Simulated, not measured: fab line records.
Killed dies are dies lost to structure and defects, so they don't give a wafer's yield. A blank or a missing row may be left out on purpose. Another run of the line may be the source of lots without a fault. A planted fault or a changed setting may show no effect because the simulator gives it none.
Chamber matching ; flow n5_finfet ; rie_diel-01 running N5_BEOL_M9_ETCH_62: 3 sister chambers
The step etches SOC in N2/H2, target depth 110 nm, overetch 22 nm, time 165 s. 3 wafers are shown with their chamber, then 4 later ones without.

## WAFERS WITH THEIR CHAMBER
wafer;chamber;showerhead_plenum_p_Torr (Torr)
L295.5;0;2.58
L298.1;1;2.57
L298.6;2;2.50

## WAFERS WITHOUT THEIR CHAMBER
wafer;showerhead_plenum_p_Torr (Torr)
L301.6;2.50
L304.2;2.56
L304.3;2.49
L304.4;2.56

## CHAMBER TAKEN BY EACH
wafer;from the rows above;in truth
L301.6;2;2
L304.2;can't be placed: 1 or 0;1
L304.3;2;2
L304.4;can't be placed: 1 or 0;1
2 of 4 placed correctly. Not placeable from these rows: 2 (in 2, the candidates include the true chamber). 0 placed wrongly.
How it was worked out, from the rows above alone: a wafer's distance from a chamber is the root of the sum, over the readings, of the square of ((its reading less the chamber's mean) divided by the reading's scatter). The wafer belongs to the nearest chamber; if the next one is less than 2 further off, it can't be placed. The mean given for a chamber averages the wafers shown for that chamber. The scatter: with one shown wafer a chamber, the root of the mean of the squares of how far each hidden wafer lies from its nearest shown one.
